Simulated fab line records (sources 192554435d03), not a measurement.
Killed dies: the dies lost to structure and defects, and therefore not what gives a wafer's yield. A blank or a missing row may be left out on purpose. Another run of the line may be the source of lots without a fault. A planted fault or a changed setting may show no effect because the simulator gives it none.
Split-lot experiment / flow n5Finfet / 21 wafers read across 7 lots, on a route 1938 steps long

## THE SPLIT ITSELF
At N5_BEOL_M5_TRENCH_ETCH_37 (etches SiCOH lowk in C4F6/O2, target depth 71.652 nm, time 24.7 s), the setting timeS was moved away from the recipe's 24.7 s on 5 of the 21 wafers read, by +10.6% to +16.5%. This setting was run at the recipe's value on the other wafers.

## FROM THE SPLIT TO THE READING: what the file shows between them, 13 steps
- N5_BEOL_M5_ETCH_41: etches SiCN in CH3F/O2, target depth 31.5 nm, time 56.7 s
- N5_BEOL_M5_STRIP_91: strips in N2/H2, time 10 s
- N5_BEOL_M5_OCD_MEAS_38
- N5_BEOL_M5_HM_STRIP_39: strips TiN in peroxide tin strip, target depth 25 nm, time 158 s
- N5_BEOL_M5_SRD_40: time 30 s
- N5_BEOL_M5_ECD_50: material Cu, target thk 300 nm
- N5_BEOL_M5_ANNEAL_51: time 90 s
- N5_BEOL_M5_CMP_52: polishes, stops on SiCOH lowk, t overpolish 6.9 s, target thk 62 nm
- N5_BEOL_M5_THK_MEAS_53: measures by xrf
- N5_BEOL_M5_PRE_CLEAN_77: time 15 s
- N5_BEOL_M5_CO_CAP_78: material Co, precursor CCTBA/H2, target thk 2 nm, time 102.1 s
- N5_BEOL_M5_PRE_CLEAN_55: time 15 s
- N5_BEOL_M5_DEP_56: deposits SiCN from 3MS/NH3, target thk 8 nm, time 14 s

## THE READING
Measured at N5_BEOL_M5_RS_MEAS_57 by four-point probe: M5_RS, in ohm/sq. Fault-free wafers of this fab line usually give 0.387 ohm/sq, standard deviation 0.014 ohm/sq.

wafer=L076.1; tool, chamber at the split=rieDiel-03, 3; timeS as run, s=28.7; against the recipe=+16.2%; M5_RS, ohm/sq=0.292; against lot-mates on the recipe=-0.091
wafer=L076.3; tool, chamber at the split=rieDiel-03, 2; timeS as run, s=24.7; against the recipe=recipe; M5_RS, ohm/sq=0.383; against lot-mates on the recipe=-
wafer=L076.5; tool, chamber at the split=rieDiel-03, 3; timeS as run, s=28.7; against the recipe=+16.2%; M5_RS, ohm/sq=0.299; against lot-mates on the recipe=-0.084
wafer=L080.1; tool, chamber at the split=rieDiel-02, 0; timeS as run, s=24.7; against the recipe=recipe; M5_RS, ohm/sq=0.386; against lot-mates on the recipe=-
wafer=L080.3; tool, chamber at the split=rieDiel-02, 2; timeS as run, s=24.7; against the recipe=recipe; M5_RS, ohm/sq=0.392; against lot-mates on the recipe=-
wafer=L080.6; tool, chamber at the split=rieDiel-02, 2; timeS as run, s=24.7; against the recipe=recipe; M5_RS, ohm/sq=0.381; against lot-mates on the recipe=-
wafer=L081.3; tool, chamber at the split=rieDiel-02, 3; timeS as run, s=24.7; against the recipe=recipe; M5_RS, ohm/sq=0.387; against lot-mates on the recipe=-
wafer=L081.4; tool, chamber at the split=rieDiel-02, 0; timeS as run, s=28.77; against the recipe=+16.5%; M5_RS, ohm/sq=0.307; against lot-mates on the recipe=-0.072
wafer=L081.6; tool, chamber at the split=rieDiel-02, 0; timeS as run, s=24.7; against the recipe=recipe; M5_RS, ohm/sq=0.371; against lot-mates on the recipe=-
wafer=L083.2; tool, chamber at the split=rieDiel-03, 0; timeS as run, s=27.32; against the recipe=+10.6%; M5_RS, ohm/sq=0.341; against lot-mates on the recipe=-0.057
wafer=L083.4; tool, chamber at the split=rieDiel-03, 2; timeS as run, s=27.32; against the recipe=+10.6%; M5_RS, ohm/sq=0.340; against lot-mates on the recipe=-0.058
wafer=L083.5; tool, chamber at the split=rieDiel-03, 1; timeS as run, s=24.7; against the recipe=recipe; M5_RS, ohm/sq=0.398; against lot-mates on the recipe=-
wafer=L096.2; tool, chamber at the split=rieDiel-03, 3; timeS as run, s=24.7; against the recipe=recipe; M5_RS, ohm/sq=0.367; against lot-mates on the recipe=-
wafer=L096.4; tool, chamber at the split=rieDiel-03, 2; timeS as run, s=24.7; against the recipe=recipe; M5_RS, ohm/sq=0.380; against lot-mates on the recipe=-
wafer=L096.6; tool, chamber at the split=rieDiel-03, 0; timeS as run, s=24.7; against the recipe=recipe; M5_RS, ohm/sq=0.386; against lot-mates on the recipe=-
wafer=L095.1; tool, chamber at the split=rieDiel-02, 0; timeS as run, s=24.7; against the recipe=recipe; M5_RS, ohm/sq=0.367; against lot-mates on the recipe=-
wafer=L095.3; tool, chamber at the split=rieDiel-02, 2; timeS as run, s=24.7; against the recipe=recipe; M5_RS, ohm/sq=0.406; against lot-mates on the recipe=-
wafer=L095.4; tool, chamber at the split=rieDiel-02, 0; timeS as run, s=24.7; against the recipe=recipe; M5_RS, ohm/sq=0.377; against lot-mates on the recipe=-
wafer=L097.1; tool, chamber at the split=rieDiel-01, 3; timeS as run, s=24.7; against the recipe=recipe; M5_RS, ohm/sq=0.380; against lot-mates on the recipe=-
wafer=L097.3; tool, chamber at the split=rieDiel-01, 0; timeS as run, s=24.7; against the recipe=recipe; M5_RS, ohm/sq=0.406; against lot-mates on the recipe=-
wafer=L097.6; tool, chamber at the split=rieDiel-01, 3; timeS as run, s=24.7; against the recipe=recipe; M5_RS, ohm/sq=0.377; against lot-mates on the recipe=-

FIT RESULTS
A straight line over all 21 wafers: M5_RS changes by -0.00498 ohm/sq for each +1% of timeS; r = -0.94; the points scatter about the line by 0.011 ohm/sq.
The same after taking each lot's own level away (the mean of its wafers on the recipe; 21 wafers): -0.00512 ohm/sq for each +1%; r = -0.96; scatter 0.01 ohm/sq.
Per that fit: largest timeS move, reading shift of 0.084 ohm/sq.
The span of the lots' own levels, 0.3777 to 0.3980 ohm/sq, comes to 1.5 times the standard deviation stated above.
So the lot-to-lot level changes the slope little: the two slopes agree.
Check: with one of the wafers moved furthest among these (+16.5%) left out of the fit, the line predicts -0.0891 ohm/sq for it against its lot-mates. It came out at -0.072 ohm/sq against them.

## THE WHOLE CHAIN: every reading that the file lists as answering this split, in the file's order
step=N5_BEOL_M5_TRENCH_ETCH_37; what it does=etches SiCOH lowk in C4F6/O2, target depth 71.652 nm, time 24.7 s; reading=BEOL_M5.featureDepthNm (the simulator's own value, which no gauge read); change (the file's fit)=+0.84 nm for each +1% of the setting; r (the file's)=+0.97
step=N5_BEOL_M5_TRENCH_ETCH_37; what it does=etches SiCOH lowk in C4F6/O2, target depth 71.652 nm, time 24.7 s; reading=etch.depthNm (the simulator's own value, which no gauge read); change (the file's fit)=+0.839 nm for each +1% of the setting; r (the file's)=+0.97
step=N5_BEOL_M5_OCD_MEAS_38; what it does=; reading=trenchDepthNm; change (the file's fit)=+0.864 nm for each +1% of the setting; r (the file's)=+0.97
step=N5_BEOL_M5_CMP_52; what it does=polishes, stops on SiCOH lowk, t overpolish 6.9 s, target thk 62 nm; reading=Cu_of_BEOL_M5_ECD_50.thkNm (the simulator's own value, which no gauge read); change (the file's fit)=+0.829 nm for each +1% of the setting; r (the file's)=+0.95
step=N5_BEOL_M5_THK_MEAS_53; what it does=measures by xrf; reading=M5_THK; change (the file's fit)=+0.82 for each +1% of the setting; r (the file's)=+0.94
step=N5_BEOL_M5_RS_MEAS_57; what it does=measures by four-point-probe; reading=M5_RS; change (the file's fit)=-0.00496 for each +1% of the setting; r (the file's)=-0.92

## FILE'S OWN FIT
M5_RS changes by -0.00496 ohm/sq for each +1% of timeS, r = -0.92.
